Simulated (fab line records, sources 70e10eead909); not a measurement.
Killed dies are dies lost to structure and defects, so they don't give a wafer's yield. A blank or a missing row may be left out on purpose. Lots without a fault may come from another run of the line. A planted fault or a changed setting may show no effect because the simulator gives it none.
Which tool did it? | flow nand_harc | 24 lots, 72 wafers sampled, at 5 steps of a route of 1302

WHAT THE GAUGES READ, wafer by wafer
NHARC_A_ONON_D1_THK_MEAS_21: measures by ellipsometry.
lot  | measured     | on            | thk_nm (nm)
L074 | day 8 02:14  | film_metro-01 | 1016 1013 1015
L075 | day 8 12:49  | film_metro-02 | 1003 1003 1002
L076 | day 8 23:23  | film_metro-01 | 982 981 982
L077 | day 9 09:35  | film_metro-01 | 992 992 992
L078 | day 9 19:31  | film_metro-01 | 982 980 981
L079 | day 10 02:04 | film_metro-02 | 1024 1022 1020
L080 | day 10 14:14 | film_metro-02 | 1000 1001 1001
L081 | day 11 06:55 | film_metro-01 | 1002 1001 1002
L082 | day 11 14:25 | film_metro-01 | 999 1000 999
L083 | day 12 13:18 | film_metro-01 | 994 992 993
L085 | day 12 18:21 | film_metro-02 | 994 995 994
L084 | day 12 18:22 | film_metro-01 | 1019 1019 1019
L086 | day 13 00:23 | film_metro-01 | 1019 1019 1019
L088 | day 14 03:17 | film_metro-02 | 1006 1009 1007
L087 | day 14 03:17 | film_metro-01 | 989 990 989
L089 | day 14 08:45 | film_metro-01 | 990 989 988
L090 | day 15 01:15 | film_metro-01 | 1008 1007 1007
L091 | day 15 01:15 | film_metro-02 | 985 985 984
L092 | day 15 17:35 | film_metro-01 | 1009 1009 1007
L093 | day 16 04:01 | film_metro-01 | 1011 1009 1010
L094 | day 16 13:28 | film_metro-01 | 1000 999 1001
L095 | day 17 01:29 | film_metro-01 | 1004 1005 1002
L096 | day 17 08:05 | film_metro-02 | 991 991 994
L097 | day 17 18:09 | film_metro-02 | 991 988 991

WHICH TOOL RAN EACH LOT (tool, then ch and the chambers of the sampled wafers, then the start)
lot  | NHARC_P_M1_PRE_CLEAN_30                 | NHARC_P_M1_PVD_20                       | NHARC_P_M2_DESCUM_14               | NHARC_P_M2_PVD_20
L074 | pvd_sputter-03, day 6 10:25 or earlier  | pvd_sputter-03, day 6 10:25 or earlier  | rie_diel-10 ch 0,1, day 6 10:25    | pvd_sputter-02, day 8 02:14 or earlier
L075 | pvd_sputter-02, day 6 16:17 or earlier  | pvd_sputter-02, day 6 16:17 or earlier  | rie_diel-09 ch 1,2, day 6 16:17    | pvd_sputter-01, day 8 12:49 or earlier
L076 | pvd_sputter-03, day 7 06:00 or earlier  | pvd_sputter-03, day 7 06:00 or earlier  | rie_diel-07 ch 0,3, day 7 06:00    | pvd_sputter-03, day 8 23:23 or earlier
L077 | pvd_sputter-01, day 7 14:01 or earlier  | pvd_sputter-01, day 7 14:01 or earlier  | rie_diel-10 ch 0,1,2, day 7 14:01  | pvd_sputter-01, day 9 09:35 or earlier
L078 | pvd_sputter-03, day 8 01:37 or earlier  | pvd_sputter-03, day 8 01:37 or earlier  | rie_diel-10 ch 1,3, day 8 01:37    | pvd_sputter-01, day 9 19:31 or earlier
L079 | pvd_sputter-02, day 8 08:59 or earlier  | pvd_sputter-02, day 8 08:59 or earlier  | rie_diel-10 ch 2,3, day 8 08:59    | pvd_sputter-01, day 10 02:04 or earlier
L080 | pvd_sputter-01, day 8 20:58 or earlier  | pvd_sputter-01, day 8 20:58 or earlier  | rie_diel-07 ch 0,2,3, day 8 20:58  | pvd_sputter-02, day 10 14:14 or earlier
L081 | pvd_sputter-02, day 9 13:01 or earlier  | pvd_sputter-02, day 9 13:01 or earlier  | rie_diel-10 ch 0,3, day 9 13:01    | pvd_sputter-03, day 11 06:55 or earlier
L082 | pvd_sputter-01, day 9 18:48 or earlier  | pvd_sputter-01, day 9 18:48 or earlier  | rie_diel-09 ch 0,1,3, day 9 18:48  | pvd_sputter-03, day 11 14:25 or earlier
L083 | pvd_sputter-03, day 10 17:14 or earlier | pvd_sputter-03, day 10 17:14 or earlier | rie_diel-07 ch 0,1, day 10 17:14   | pvd_sputter-03, day 12 13:18 or earlier
L085 | pvd_sputter-01, day 10 23:26 or earlier | pvd_sputter-01, day 10 23:26 or earlier | rie_diel-07 ch 1,2,3, day 10 23:26 | pvd_sputter-01, day 12 18:21 or earlier
L084 | pvd_sputter-03, day 11 01:31 or earlier | pvd_sputter-03, day 11 01:31 or earlier | rie_diel-07 ch 2,3, day 11 01:31   | pvd_sputter-01, day 12 18:22 or earlier
L086 | pvd_sputter-02, day 11 07:40 or earlier | pvd_sputter-02, day 11 07:40 or earlier | rie_diel-09 ch 0,1,2, day 11 07:40 | pvd_sputter-03, day 13 00:23 or earlier
L088 | pvd_sputter-01, day 12 08:59 or earlier | pvd_sputter-01, day 12 08:59 or earlier | rie_diel-09 ch 1,3, day 12 08:59   | pvd_sputter-03, day 14 03:17 or earlier
L087 | pvd_sputter-01, day 12 09:56 or earlier | pvd_sputter-01, day 12 09:56 or earlier | rie_diel-09 ch 0,1,2, day 12 09:56 | pvd_sputter-03, day 14 03:17 or earlier
L089 | pvd_sputter-01, day 12 13:49 or earlier | pvd_sputter-01, day 12 13:49 or earlier | rie_diel-07 ch 2,3, day 12 13:49   | pvd_sputter-01, day 14 08:45 or earlier
L090 | pvd_sputter-01, day 13 05:27 or earlier | pvd_sputter-01, day 13 05:27 or earlier | rie_diel-10 ch 0,3, day 13 05:27   | pvd_sputter-03, day 15 01:15 or earlier
L091 | pvd_sputter-02, day 13 07:24 or earlier | pvd_sputter-02, day 13 07:24 or earlier | rie_diel-09 ch 0,1,3, day 13 07:24 | pvd_sputter-03, day 15 01:15 or earlier
L092 | pvd_sputter-02, day 13 19:13 or earlier | pvd_sputter-02, day 13 19:13 or earlier | rie_diel-09 ch 0,1,3, day 13 19:13 | pvd_sputter-03, day 15 17:35 or earlier
L093 | pvd_sputter-01, day 14 05:50 or earlier | pvd_sputter-01, day 14 05:50 or earlier | rie_diel-10 ch 0,2, day 14 05:50   | pvd_sputter-01, day 16 04:01 or earlier
L094 | pvd_sputter-03, day 14 19:26 or earlier | pvd_sputter-03, day 14 19:26 or earlier | rie_diel-07 ch 1,2,3, day 14 19:26 | pvd_sputter-03, day 16 13:28 or earlier
L095 | pvd_sputter-02, day 15 07:03 or earlier | pvd_sputter-02, day 15 07:03 or earlier | rie_diel-09 ch 0,1,3, day 15 07:03 | pvd_sputter-02, day 17 01:29 or earlier
L096 | pvd_sputter-02, day 15 12:45 or earlier | pvd_sputter-02, day 15 12:45 or earlier | rie_diel-09 ch 1,2,3, day 15 12:45 | pvd_sputter-02, day 17 08:05 or earlier
L097 | pvd_sputter-02, day 15 20:28 or earlier | pvd_sputter-02, day 15 20:28 or earlier | rie_diel-09 ch 0,2,3, day 15 20:28 | pvd_sputter-01, day 17 18:09 or earlier
- NHARC_P_M1_PRE_CLEAN_30: time 30 s.
- NHARC_P_M1_PVD_20: deposits TaN, target thk 5 nm, time 8.06 s.
- NHARC_P_M2_DESCUM_14: chemistry O2, time 3 s.
- NHARC_P_M2_PVD_20: deposits TaN, target thk 5 nm, time 8.06 s.

WHAT THE TOOLS THEMSELVES READ (means of the sampled wafers that have a number; where no wafer has one, the mark that the record gives instead)
NHARC_P_M1_PRE_CLEAN_30.
lot  | tool           | heater_power_w (W)
L074 | pvd_sputter-03 | 419
L075 | pvd_sputter-02 | 402
L076 | pvd_sputter-03 | 430
L077 | pvd_sputter-01 | 427
L078 | pvd_sputter-03 | 411
L079 | pvd_sputter-02 | 413
L080 | pvd_sputter-01 | 417
L081 | pvd_sputter-02 | 396
L082 | pvd_sputter-01 | 423
L083 | pvd_sputter-03 | 415
L085 | pvd_sputter-01 | 414
L084 | pvd_sputter-03 | 419
L086 | pvd_sputter-02 | 416
L088 | pvd_sputter-01 | 412
L087 | pvd_sputter-01 | 411
L089 | pvd_sputter-01 | 407
L090 | pvd_sputter-01 | 393
L091 | pvd_sputter-02 | 401
L092 | pvd_sputter-02 | 443
L093 | pvd_sputter-01 | 448
L094 | pvd_sputter-03 | 433
L095 | pvd_sputter-02 | 398
L096 | pvd_sputter-02 | 441
L097 | pvd_sputter-02 | 442

NHARC_P_M1_PVD_20.
lot  | tool           | cathode_dc_power_W (W) | throttle_valve_pct (%)
L074 | pvd_sputter-03 | 14999                  | 29.4
L075 | pvd_sputter-02 | 15000                  | 31.1
L076 | pvd_sputter-03 | 15001                  | 29.9
L077 | pvd_sputter-01 | 15001                  | 30.6
L078 | pvd_sputter-03 | 15000                  | 29.6
L079 | pvd_sputter-02 | 15001                  | 31.0
L080 | pvd_sputter-01 | 15001                  | 30.3
L081 | pvd_sputter-02 | 15002                  | 31.1
L082 | pvd_sputter-01 | 15000                  | 30.6
L083 | pvd_sputter-03 | 15001                  | 29.9
L085 | pvd_sputter-01 | 15001                  | 30.2
L084 | pvd_sputter-03 | 15001                  | 29.9
L086 | pvd_sputter-02 | 14998                  | 31.1
L088 | pvd_sputter-01 | 15003                  | 30.0
L087 | pvd_sputter-01 | 15003                  | 30.8
L089 | pvd_sputter-01 | 14999                  | 30.4
L090 | pvd_sputter-01 | 14999                  | 30.8
L091 | pvd_sputter-02 | 15003                  | 31.0
L092 | pvd_sputter-02 | 15000                  | 31.0
L093 | pvd_sputter-01 | 15000                  | 30.1
L094 | pvd_sputter-03 | 14999                  | 29.4
L095 | pvd_sputter-02 | 14999                  | 30.8
L096 | pvd_sputter-02 | 15000                  | 30.8
L097 | pvd_sputter-02 | 15002                  | 31.1

NHARC_P_M2_DESCUM_14.
lot  | tool        | drypump_motor_current_A (A) | oes_product_au (a.u.) | rf_vpp_V (V) | showerhead_plenum_p_Torr (Torr) | throttle_valve_pct (%)
L074 | rie_diel-10 | 5.9                         | 0.998                 | 57.8         | 1.85                            | 11.312
L075 | rie_diel-09 | 6.1                         | 1.000                 | 59.2         | 2.02                            | 11.309
L076 | rie_diel-07 | 6.1                         | 0.992                 | 57.4         | 1.90                            | 11.315
L077 | rie_diel-10 | 5.5                         | 1.002                 | 58.3         | 1.93                            | 11.323
L078 | rie_diel-10 | 5.7                         | 1.000                 | 58.5         | 1.85                            | 11.313
L079 | rie_diel-10 | 5.1                         | 0.998                 | 58.0         | 1.95                            | 11.307
L080 | rie_diel-07 | 5.9                         | 1.004                 | 57.7         | 1.94                            | 11.314
L081 | rie_diel-10 | 5.7                         | 0.994                 | 57.1         | 1.80                            | 11.310
L082 | rie_diel-09 | 6.1                         | 1.003                 | 57.8         | 1.96                            | 11.313
L083 | rie_diel-07 | 6.0                         | 1.002                 | 57.1         | 2.02                            | 11.312
L085 | rie_diel-07 | 5.8                         | 0.998                 | 57.9         | 1.98                            | 11.305
L084 | rie_diel-07 | 5.7                         | 1.009                 | 59.1         | 1.98                            | 11.311
L086 | rie_diel-09 | 6.1                         | 1.007                 | 57.9         | 1.95                            | 11.316
L088 | rie_diel-09 | 6.2                         | 1.002                 | 58.5         | 1.98                            | 11.313
L087 | rie_diel-09 | 6.1                         | 0.998                 | 57.4         | 1.95                            | 11.308
L089 | rie_diel-07 | 5.7                         | 1.013                 | 57.5         | 1.98                            | 11.304
L090 | rie_diel-10 | 5.7                         | 1.003                 | 57.5         | 1.79                            | 11.300
L091 | rie_diel-09 | 6.1                         | 1.004                 | 57.9         | 1.96                            | 11.311
L092 | rie_diel-09 | 6.1                         | 0.999                 | 57.2         | 1.96                            | 11.308
L093 | rie_diel-10 | 5.1                         | 0.986                 | 57.0         | 1.95                            | 11.309
L094 | rie_diel-07 | 5.9                         | 1.008                 | 57.3         | 1.98                            | 11.315
L095 | rie_diel-09 | 6.1                         | 1.005                 | 58.2         | 1.96                            | 11.312
L096 | rie_diel-09 | 6.1                         | 1.004                 | 58.0         | 2.02                            | 11.308
L097 | rie_diel-09 | 6.0                         | 0.996                 | 58.6         | 1.99                            | 11.306

NHARC_P_M2_PVD_20.
lot  | tool           | cathode_dc_power_W (W) | throttle_valve_pct (%)
L074 | pvd_sputter-02 | 14998                  | 31.1
L075 | pvd_sputter-01 | 15001                  | 30.2
L076 | pvd_sputter-03 | 14998                  | 30.1
L077 | pvd_sputter-01 | 14998                  | 30.4
L078 | pvd_sputter-01 | 15000                  | 30.2
L079 | pvd_sputter-01 | 15001                  | 30.6
L080 | pvd_sputter-02 | 15000                  | 31.1
L081 | pvd_sputter-03 | 15000                  | 29.7
L082 | pvd_sputter-03 | 14999                  | 29.9
L083 | pvd_sputter-03 | 14999                  | 29.1
L085 | pvd_sputter-01 | 15001                  | 30.3
L084 | pvd_sputter-01 | 15000                  | 30.3
L086 | pvd_sputter-03 | 14997                  | 29.4
L088 | pvd_sputter-03 | 15001                  | 29.1
L087 | pvd_sputter-03 | 15000                  | 29.5
L089 | pvd_sputter-01 | 15001                  | 30.5
L090 | pvd_sputter-03 | 15000                  | 29.3
L091 | pvd_sputter-03 | 15000                  | 29.3
L092 | pvd_sputter-03 | 15000                  | 29.9
L093 | pvd_sputter-01 | 14998                  | 29.9
L094 | pvd_sputter-03 | 15001                  | 29.2
L095 | pvd_sputter-02 | 15001                  | 30.8
L096 | pvd_sputter-02 | 15001                  | 30.9
L097 | pvd_sputter-01 | 15000                  | 30.3

THE ANSWER, worked out from the rows above alone
Rule: what is usual is taken from the lots themselves. Put in order of their means at a reading, lots are off if they are a third of the lots or fewer, leave a main group of 4 or more, and stand apart from it by a gap of 3 or more times the standard deviation of the main group's means; of several such gaps the widest counts. A main group whose means are all the same, to the digits that the tables above print for the reading, isn't used. A lot without any number at a reading at which 4 lots or more have one is off too. The other lots that the step has rows for count as sound. The gauges are gone through in route order, then the tools' own readings, and for those a lot's mean is taken as printed above. The first step at which some lot is off is used, and at that step the reading that is off furthest; a lot without a number counts as furthest.
No lot is off at any reading shown: from this, nothing can be told.

WHAT THE SIMULATOR HAD PUT IN
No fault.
